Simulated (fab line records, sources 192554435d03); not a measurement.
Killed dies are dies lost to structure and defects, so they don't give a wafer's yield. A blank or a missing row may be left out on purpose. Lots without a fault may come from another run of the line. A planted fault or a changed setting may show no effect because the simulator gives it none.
Chamber matching | flow n5_finfet | N5_BEOL_M14_DEP_53 on pecvd-04: 3 sister chambers
The step deposits SiCN from 3MS/NH3, target thk 50 nm, time 17.8 s. 14 wafers are shown with their chamber, then 7 later ones without.

WAFERS WITH THEIR CHAMBER
wafer  | chamber | throttle_valve_pct (%) | showerhead_plenum_p_Torr (Torr)
L077.3 | 1       | 17.5                   | 4.142
L077.4 | 2       | 15.9                   | 4.151
L077.5 | 0       | 17.5                   | 4.135
L080.2 | 1       | 17.3                   | 4.134
L080.3 | 0       | 17.1                   | 4.142
L080.4 | 2       | 16.1                   | 4.149
L081.1 | 0       | 17.1                   | 4.150
L081.3 | 2       | 16.5                   | 4.153
L081.6 | 1       | 17.1                   | 4.121
L087.3 | 1       | 17.2                   | 4.125
L087.4 | 1       | 17.5                   | 4.137
L087.5 | 0       | 17.4                   | 4.134
L089.2 | 0       | 17.3                   | 4.149
L089.5 | 1       | 17.3                   | 4.111

SIGNATURES (means of the wafers above)
reading                  | chamber 0 | chamber 1 | chamber 2 | scatter within a chamber
throttle_valve_pct       | 17.280    | 17.317    | 16.167    | 0.201
showerhead_plenum_p_Torr | 4.14200   | 4.12833   | 4.15100   | 0.00901
Rule: a wafer's distance from a chamber is the root of the sum, over the readings, of the square of ((its reading less the chamber's mean) divided by the reading's scatter). The wafer belongs to the nearest chamber; if the next one is less than 2 further off, it can't be placed. The scatter: the root of (the sum of the squares of (reading less its chamber's mean) over the shown wafers, divided by (wafers less chambers)).

WAFERS WITHOUT THEIR CHAMBER
wafer  | throttle_valve_pct (%) | showerhead_plenum_p_Torr (Torr)
L089.6 | 17.2                   | 4.155
L094.2 | 17.2                   | 4.131
L094.3 | 16.2                   | 4.172
L094.4 | 16.6                   | 4.153
L093.1 | 17.4                   | 4.133
L093.4 | 17.4                   | 4.142
L093.5 | 16.6                   | 4.159

WHICH CHAMBER EACH WENT THROUGH
wafer  | from the rows above     | in truth
L089.6 | can't be placed: 0 or 1 | 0
L094.2 | can't be placed: 1 or 0 | 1
L094.3 | 2                       | 2
L094.4 | can't be placed: 2 or 0 | 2
L093.1 | can't be placed: 1 or 0 | 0
L093.4 | can't be placed: 0 or 1 | 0
L093.5 | can't be placed: 2 or 0 | 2
Placed correctly: 1 of 7. Can't be placed from these rows: 6 (the true chamber is among the candidates in 6). Placed wrongly: 0.
